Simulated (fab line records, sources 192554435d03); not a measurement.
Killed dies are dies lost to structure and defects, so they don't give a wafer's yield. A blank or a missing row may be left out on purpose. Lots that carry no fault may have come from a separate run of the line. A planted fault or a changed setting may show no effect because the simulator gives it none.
fab line records	flow n5-finfet
[record] lots = 10	wafers = 29	last-day = 17
route steps=1938 shown SD_EPI_P@322 ILD0@338 BEOL_M4@1111 PASSIVATION@1936
lots untouched by any fault: they come from a run of this same line in which no faults occurred
start-h: the number of hours between the record's first day and the start of the first shown wafer of the lot	wait-h: how many hours have passed since the lot's step before this one	" repeats the value in the row above	L1.1+2: a single row standing in for several wafers	- either no value or no given start	* or withheld: withheld	< > ~ a bound
route shown NAME@n: a module of which the file shows steps, and the number in the route of the first	usual: mean/standard deviation taken from wafers without a fault	same: alike in all rows	chamber/n: place in a boat	sites: per-site readings	_std_site: the values' standard deviation	_edge_site: outer sites' mean less inner sites'	radius-mm: how far each site lies from the wafer's centre	mask NAME#n: copy n	behind: the last tool/chamber to shape the wafer	hold: reason for holding the lot/hours on hold/outcome of the hold	device: the n, p or np transistor that did not switch	end of line: at the end of the route, the tests of the same wafers	a step without rows: its recipe alone	killed: dies that structure and defects cost at the first sort, which is not the same as the wafer's yield	map: a wafer's dies, x killed, . not, _ none there
set.NAME: the run value of the setting; set.NAME@STEP: its run value at that earlier step	model.NAME: the simulator's own value behind a step, which no gauge read
the route's steps for a sample of lots (tables are steps, rows are wafers)
services: when a tool's chamber went out of use (start-h, in hours from the record's first day, below 0 if earlier), for how many hours, and the reason
[[steps]]
[step N5_SD_EPI_P_EPI_MEAS_23]
[recipe] mode = xrd
[usual] thk-nm = 61.1/1.1
lot.wafer	tool	chamber	start-h	wait-h	thk-nm
L111.1	film-metro-01	-	72.24	2.4	60.0
L111.3	"	-	"	"	60.5
L111.4	"	-	"	"	61.0
L115.1	film-metro-02	-	95.88	3.2	58.4
L115.5	"	-	"	"	62.0
L115.6	"	-	"	"	60.4
L116.2	film-metro-01	-	100.05	2.0	61.1
L116.3	"	-	"	"	60.7
L116.5	"	-	"	"	60.6
L117.1	film-metro-02	-	108.63	2.4	61.1
L117.4	"	-	"	"	61.0
L117.6	"	-	"	"	62.8
L118.1	film-metro-02	-	117.55	1.9	62.8
L118.5	"	-	"	"	59.9
L119.1	film-metro-02	-	122.05	1.8	60.7
L119.2	"	-	"	"	60.8
L119.4	"	-	"	"	62.9
L121.1	film-metro-01	-	137.03	1.8	59.8
L121.3	"	-	"	"	59.6
L121.4	"	-	"	"	61.5
L124.4	film-metro-02	-	153.03	0.8	60.2
L124.5	"	-	"	"	61.2
L124.6	"	-	"	"	61.8
L129.1	film-metro-02	-	177.10	1.8	60.3
L129.2	"	-	"	"	60.8
L129.6	"	-	"	"	60.3
L130.1	film-metro-02	-	184.72	2.4	61.0
L130.5	"	-	"	"	60.3
L130.6	"	-	"	"	60.7
[step N5_ILD0_CMP_03]
[recipe] stop-on = SiNx	t-overpolish-s = 1.9	post-cmp-clean = alkaline-brush	down-force-psi = 4.1491	platen-rpm = 51.796	pad-velocity-m-s = 1.0306	target-thk-nm = 197.38
[usual] motor-current-A = 12.3/1.8	overpolish-run-s = 1.900/0.0088	time-to-endpoint-s = 71/4.7
lot.wafer	tool	chamber	start-h	wait-h	motor-current-A	overpolish-run-s	time-to-endpoint-s
L111.4	cmp-04	0	75.96	0.0	12.0	1.899	70
L111.1	"	1	"	"	12.4	1.883	76
L111.3	"	2	"	"	12.1	1.894	77
L115.1	cmp-02	0	100.29	0.1	12.2	1.902	76
L115.6	"	3	"	"	10.9	1.906	73
L115.5	"	0	"	"	12.0	1.893	74
L116.2	cmp-01	1	103.51	0.1	12.0	1.904	67
L116.3	"	3	"	"	10.8	1.905	70
L116.5	"	1	"	"	11.3	1.910	65
L117.1	cmp-04	0	112.01	0.1	11.8	1.883	74
L117.4	"	1	"	"	12.1	1.895	79
L117.6	"	0	"	"	11.5	1.895	73
L118.1	cmp-04	1	121.49	0.1	12.4	1.903	79
L118.5	"	3	"	"	10.6	1.917	82
L119.4	cmp-01	1	126.10	0.0	11.9	1.898	64
L119.2	"	2	"	"	17.4	1.902	65
L119.1	"	0	"	"	12.4	1.893	76
L121.1	cmp-02	2	140.37	0.0	14.5	1.905	67
L121.4	"	0	"	"	11.6	1.892	72
L121.3	"	1	"	"	10.9	1.906	67
L124.4	cmp-01	1	156.46	0.1	12.8	1.895	70
L124.5	"	2	"	"	17.9	1.891	69
L124.6	"	3	"	"	11.6	1.897	73
L129.2	cmp-02	3	180.77	0.0	11.1	1.905	74
L129.1	"	1	"	"	11.7	1.909	73
L129.6	"	0	"	"	12.1	1.899	77
L130.1	cmp-02	2	188.58	0.1	14.0	1.898	71
L130.5	"	1	"	"	11.0	1.904	72
L130.6	"	2	"	"	13.9	1.902	73
[step N5_ILD0_PRECLEAN_10]
[recipe] chemistry = NF3:NH3	afs-cycles = 5	time-s = 20	temp-c = 30	sublimation-temp-c = 180	sublimation-time-s = 60	pressure-torr = 3	rf-power-w = 30
[usual] rf-power-w = 30.01/0.09	sublimation-temp-c = 179.98/0.17	time-s = 20/0
[same] sublimation-time-s = 60
lot.wafer	tool	chamber	start-h	wait-h	rf-power-w	sublimation-temp-c	time-s
L111.1	remote-plasma-01	1	76.62	0.0	29.92	179.90	20
L111.3	"	1	"	"	29.85	180.05	20
L111.4	"	1	"	"	29.90	180.09	20
L115.1	remote-plasma-01	1	100.91	0.0	30.12	179.90	20
L115.5	"	1	"	"	30.05	179.95	20
L115.6	"	1	"	"	30.10	179.89	20
L116.2	remote-plasma-02	1	104.23	0.1	30.03	180.26	20
L116.3	"	1	"	"	29.98	180.10	20
L116.5	"	1	"	"	29.92	180.23	20
L117.1	remote-plasma-01	0	112.63	0.0	30.04	179.94	20
L117.4	"	0	"	"	30.09	179.80	20
L117.6	"	0	"	"	30.08	179.94	20
L118.1	remote-plasma-02	0	122.07	0.0	30.02	179.91	20
L118.5	"	0	"	"	29.97	180.08	20
L119.1	remote-plasma-02	0	126.76	0.0	29.88	180.00	20
L119.2	"	0	"	"	29.88	180.06	20
L119.4	"	0	"	"	29.92	179.87	20
L121.1	remote-plasma-02	1	141.16	0.0	30.10	179.97	20
L121.3	"	1	"	"	30.33	180.06	20
L121.4	"	1	"	"	30.21	179.64	20
L124.4	remote-plasma-02	1	157.34	0.4	29.99	179.88	20
L124.5	"	1	"	"	30.05	179.84	20
L124.6	"	1	"	"	29.74	180.00	20
L129.1	remote-plasma-02	0	181.56	0.0	30.06	180.15	18.275
L129.2	"	0	"	"	30.00	180.14	18.275
L129.6	"	0	"	"	29.93	180.08	18.275
L130.1	remote-plasma-02	0	189.20	0.0	30.05	180.04	18.275
L130.5	"	0	"	"	30.05	179.89	18.275
L130.6	"	0	"	"	30.02	179.80	18.275
[step N5_ILD0_ALD_15]
[recipe] material = SiNx	target-thk-a = 240	temp-c = 400	ald-precursor-family = SiH2I2	ald-co-reactant = N2/H2-plasma	pulse-time-s = 1	ald-cycles = 480	purge-time-s = 2	co-reactant-purge-time-s = 2	pressure-torr = 2
[usual] heater-power-w = 824/76	precursor-pulse-height-rel = 1.001/0.017
lot.wafer	tool	chamber	start-h	wait-h	heater-power-w	precursor-pulse-height-rel
L111.1	ald-sin-04	0	77.30	0.6	959	1.037
L111.3	"	3	"	"	776	0.979
L111.4	"	1	"	"	892	1.003
L115.1	ald-sin-04	0	102.25	1.1	953	1.021
L115.5	"	0	103.33	1.3	943	0.990
L115.6	"	1	"	"	862	1.005
L116.2	ald-sin-04	3	104.80	0.5	785	0.983
L116.3	"	2	"	"	766	0.997
L116.5	"	2	105.89	1.2	769	1.034
L117.1	ald-sin-02	3	113.97	1.1	726	1.039
L117.4	"	0	"	"	772	0.995
L117.6	"	1	115.06	1.1	882	0.970
L118.1	ald-sin-04	0	122.75	0.6	965	0.990
L118.5	"	1	123.84	1.2	889	1.010
L119.1	ald-sin-04	0	127.52	0.7	936	0.978
L119.2	"	3	"	"	792	0.977
L119.4	"	2	"	"	764	1.004
L121.1	ald-sin-04	3	141.84	0.6	810	1.034
L121.3	"	2	"	"	793	0.987
L121.4	"	3	142.93	1.3	785	1.042
L124.4	ald-sin-02	1	158.77	1.3	860	1.018
L124.5	"	3	"	"	719	0.989
L124.6	"	0	"	"	797	1.012
L129.1	ald-sin-03	0	182.25	0.6	918	0.983
L129.2	"	2	"	"	791	0.974
L129.6	"	0	183.33	1.1	913	0.964
L130.1	ald-sin-03	1	189.88	0.6	691	1.004
L130.5	"	0	190.97	1.2	919	1.011
L130.6	"	1	"	"	693	1.004
[step N5_BEOL_M4_RC_MEAS_101]
[usual] DIBL_N = 36.1/1.5	DIBL_P = 36.1/1.9	IOFF_N = 0.159/0.029	IOFF_P = 0.21/0.038	ION_N = 675/11	ION_P = 464/8.1	SS_N = 71.5/0.57	SS_P = 73.3/0.64	VT_N = 249/3.1	VT_P = -250/3.8
lot.wafer	tool	chamber	start-h	wait-h	DIBL_N[mV/V]	DIBL_P[mV/V]	IOFF_N[nA/um]	IOFF_P[nA/um]	ION_N[uA/um]	ION_P[uA/um]	SS_N[mV/dec]	SS_P[mV/dec]	VT_N[mV]	VT_P[mV]
L111.1	prober-02	0	176.70	0.0	33.6	32.4	0.118	0.18	668	461	71.4	72.6	257	-248
L111.3	"	0	"	"	35.6	35.8	0.147	0.22	680	471	72.0	73.4	251	-249
L111.4	"	0	"	"	36.6	36.9	0.173	0.24	691	471	72.1	73.4	248	-249
L115.1	prober-02	0	199.70	0.0	38.1	37.4	0.169	0.23	670	461	72.0	73.6	250	-250
L115.5	"	0	"	"	36.5	35.2	0.151	0.20	679	469	71.3	73.0	249	-250
L115.6	"	0	"	"	37.6	35.9	0.170	0.20	669	458	71.9	73.2	247	-251
L116.2	prober-01	0	201.29	0.2	41.1	40.4	0.279	0.29	694	470	72.1	74.6	245	-248
L116.3	"	0	"	"	36.9	36.6	0.175	0.21	679	460	71.8	73.2	249	-252
L116.5	"	0	"	"	38.0	37.7	0.186	0.23	684	465	72.0	74.4	247	-251
L117.1	prober-02	0	219.08	0.0	37.8	38.2	0.171	0.24	679	470	72.0	74.1	250	-249
L117.4	"	0	"	"	37.4	37.0	0.156	0.21	670	456	71.8	73.5	254	-249
L117.6	"	0	"	"	36.2	36.6	0.140	0.21	657	465	71.6	73.0	249	-250
L118.1	prober-02	0	220.88	0.0	37.8	37.7	0.172	0.25	677	474	71.8	73.7	247	-246
L118.5	"	0	"	"	36.9	36.1	0.151	0.23	676	466	71.4	73.1	249	-247
L119.1	prober-01	0	221.25	0.0	38.4	39.8	0.223	0.27	690	473	71.5	73.7	245	-246
L119.2	"	0	"	"	35.0	35.6	0.157	0.22	676	471	71.9	73.3	247	-249
L119.4	"	0	"	"	34.1	34.0	0.149	0.19	677	467	71.1	72.8	247	-251
L121.1	prober-01	0	245.48	0.0	33.0	32.4	0.104	0.15	660	446	70.9	72.5	255	-254
L121.3	"	0	"	"	36.2	35.5	0.145	0.18	664	456	71.4	73.0	252	-253
L121.4	"	0	"	"	33.8	33.0	0.109	0.15	668	453	71.1	72.2	256	-254
L124.4	prober-01	0	255.48	0.5	34.6	33.0	0.133	0.17	675	462	70.8	72.3	248	-253
L124.5	"	0	"	"	34.1	32.4	0.122	0.16	666	459	71.0	72.4	252	-255
L124.6	"	0	"	"	37.3	36.1	0.177	0.21	684	467	71.5	74.1	248	-251
L129.1	prober-01	0	281.30	0.0	37.1	36.9	0.177	0.26	686	476	72.1	73.8	245	-245
L129.2	"	0	"	"	36.9	37.2	0.184	0.28	691	481	71.4	73.1	248	-241
L129.6	"	0	"	"	38.5	39.3	0.213	0.31	702	479	72.2	73.5	244	-241
L130.1	prober-02	0	300.63	0.0	35.6	36.6	0.159	0.20	674	456	71.3	72.6	247	-252
L130.5	"	0	"	"	34.5	34.6	0.131	0.17	664	456	71.1	73.1	252	-255
L130.6	"	0	"	"	34.9	36.2	0.147	0.19	671	456	71.0	73.5	249	-254
[step N5_PASSIVATION_PROBE_49]
[usual] defect-limited-yield = 91.5/1.6	killed_at_M0_to_M3 = 33/10	killed_at_M4_up = 13/5.6	killed-at-contacts = 13/6	killed-at-front-end = 39/12	killed-at-other = 3.0/2.8	killed-dies = 101/19	killed-open = 65/13	killed-short = 32/8.3	sort_bin_4_leakage = 0.00/0.0072	sort_bin_5_function = 5.0/1	sort_bin_6_memory = 3.1/0.69	sort-n-pass = 1079/19	sort-yield-pct = 91.5/1.6
[same] gross-dies = 1180	killed-at-back-side = 0	sort_bin_8_speed[%] = 0
lot.wafer	tool	chamber	start-h	wait-h	defect-limited-yield[%]	killed_at_M0_to_M3	killed_at_M4_up	killed-at-contacts	killed-at-front-end	killed-at-other	killed-dies	killed-open	killed-short	sort_bin_4_leakage[%]	sort_bin_5_function[%]	sort_bin_6_memory[%]	sort-n-pass	sort-yield-pct[%]
L115.1	prober-01	-	311.45	0.0	91.5	22	11	9	55	3	100	55	42	0	4.8	3.1	1080	91.5
L115.5	prober-01	-	311.65	0.2	90.7	30	6	14	45	15	110	75	32	0	5.8	3.1	1070	90.7
L115.6	prober-01	-	311.70	0.3	92.4	16	4	14	55	1	90	55	32	0	4.2	2.9	1090	92.4
L119.1	prober-01	-	327.19	0.0	89.1	37	21	14	54	3	129	88	34	0	6.9	3.6	1051	89.1
L119.2	prober-01	-	327.24	0.1	91.5	22	13	14	49	2	100	63	35	0	4.7	3.3	1080	91.5
L119.4	prober-01	-	327.34	0.2	90.3	37	17	11	48	1	114	79	34	0	6.2	3.2	1066	90.3
L130.6	prober-01	-	398.18	0.3	89.9	34	18	22	41	4	119	72	40	0	6.1	3.6	1061	89.9
// killed by level:class
L115.1 FIN_SAQP:geometric-particle:open=11 GATE_CUT:geometric-particle:short=9 FIN_SAQP:geometric-particle:short=8 STI_FIN_REVEAL:geometric-particle:open=7 GATE_CUT:geometric-particle:open=6 MOL_CONTACT_COAG:geometric-particle:open=6 BEOL_M0_SAQP:geometric-particle:short=4 BEOL_M0_SAQP:geometric-particle:open=4
L115.5 FIN_SAQP:geometric-particle:open=14 MOL_CONTACT_COAG:geometric-particle:open=12 FIN_SAQP:geometric-particle:short=10 PASS1_CAP:geometric-particle:open=10 BEOL_M3:geometric-particle:open=8 BEOL_M1:geometric-particle:open=6 BEOL_M2:geometric-particle:open=6 GATE_CUT:geometric-particle:short=5
L115.6 GATE_CUT:geometric-particle:short=14 FIN_SAQP:geometric-particle:open=12 MOL_CONTACT_COAG:geometric-particle:open=11 STI_FIN_REVEAL:geometric-particle:open=8 BEOL_M1:geometric-particle:open=5 FIN_SAQP:geometric-particle:short=4 DUMMY_GATE:geometric-particle:open=4 STI_FIN_REVEAL:geometric-particle:short=3
L119.1 STI_FIN_REVEAL:geometric-particle:open=17 MOL_CONTACT_COAG:geometric-particle:open=11 FIN_SAQP:geometric-particle:open=10 FIN_SAQP:geometric-particle:short=9 BEOL_M0_SAQP:geometric-particle:short=8 BEOL_M3:geometric-particle:open=8 BEOL_M0_SAQP:geometric-particle:open=6 BEOL_M2:geometric-particle:open=5
L119.2 STI_FIN_REVEAL:geometric-particle:open=16 MOL_CONTACT_COAG:geometric-particle:open=11 FIN_SAQP:geometric-particle:short=6 STI_FIN_REVEAL:geometric-particle:short=5 BEOL_M0_SAQP:geometric-particle:short=5 BEOL_M3:geometric-particle:open=5 BEOL_M7:geometric-particle:open=5 DUMMY_GATE:geometric-particle:open=4
L119.4 STI_FIN_REVEAL:geometric-particle:open=10 MOL_CONTACT_COAG:geometric-particle:open=10 BEOL_M0_SAQP:geometric-particle:open=10 FIN_SAQP:geometric-particle:open=9 BEOL_M4:geometric-particle:open=9 FIN_SAQP:geometric-particle:short=8 BEOL_M0_SAQP:geometric-particle:short=7 BEOL_M1:geometric-particle:open=6
L130.6 MOL_CONTACT_COAG:geometric-particle:open=15 STI_FIN_REVEAL:geometric-particle:open=10 BEOL_M0_SAQP:geometric-particle:open=9 FIN_SAQP:geometric-particle:open=7 BEOL_M0_SAQP:geometric-particle:short=7 MOL_CONTACT_COAG:geometric-particle:short=7 STI_FIN_REVEAL:geometric-particle:short=4 BEOL_M2:geometric-particle:open=4
[[services]]
tool	chamber	start-h	hours	kind
cmp-02	-	55.56	-	consumable-replace:conditioner
cmp-02	-	55.56	-	consumable-replace:pad
ald-sin-04	3	63.88	7.2	repair
ald-sin-03	0	67.58	5.5	repair
cmp-02	-	94.81	4.1	repair
cmp-04	-	114.69	1.4	repair
cmp-04	-	122.01	12.8	pm
cmp-04	-	136.94	7.0	pm
ald-sin-04	1	140.15	3.4	repair
ald-sin-02	2	142.13	17.0	repair
cmp-01	-	160.58	1.5	repair
cmp-04	-	164.11	1.0	repair
ald-sin-04	-	176.75	14.0	pm
ald-sin-04	0	176.75	14.0	vent-cycle
ald-sin-04	1	176.75	14.0	vent-cycle
ald-sin-04	2	176.75	14.0	vent-cycle
ald-sin-04	3	176.75	14.0	vent-cycle
cmp-01	-	179.65	4.0	pm
cmp-04	-	182.35	0.4	repair
cmp-04	-	189.92	0.3	repair
ald-sin-04	0	190.75	-	clean
ald-sin-04	1	190.75	-	clean
ald-sin-04	2	190.75	-	clean
ald-sin-04	3	190.75	-	clean
[[key]]
[first-sign] step = N5_ILD0_PRECLEAN_10	reading = time-s	direction = down	sigmas = 99+	usual = *	struck = *
effect none on later readings
met-at N5_ILD0_PRECLEAN_10
struck-lots L129,L130
struck-wafers L129.1,L129.2,L129.6,L130.1,L130.5,L130.6
not-acting-at N5_SD_EPI_P_EPI_MEAS_23,N5_ILD0_CMP_03,N5_ILD0_ALD_15
onset-between 126.76 181.56
[fault] kind = process-parameter-drift	tool = remote-plasma-02	chamber = 0	onset-h = 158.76	steps = N5_ILD0_PRECLEAN_10	channel = time-s	offset = *	shape = step	end-h = 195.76	acts-in = *	stated = *
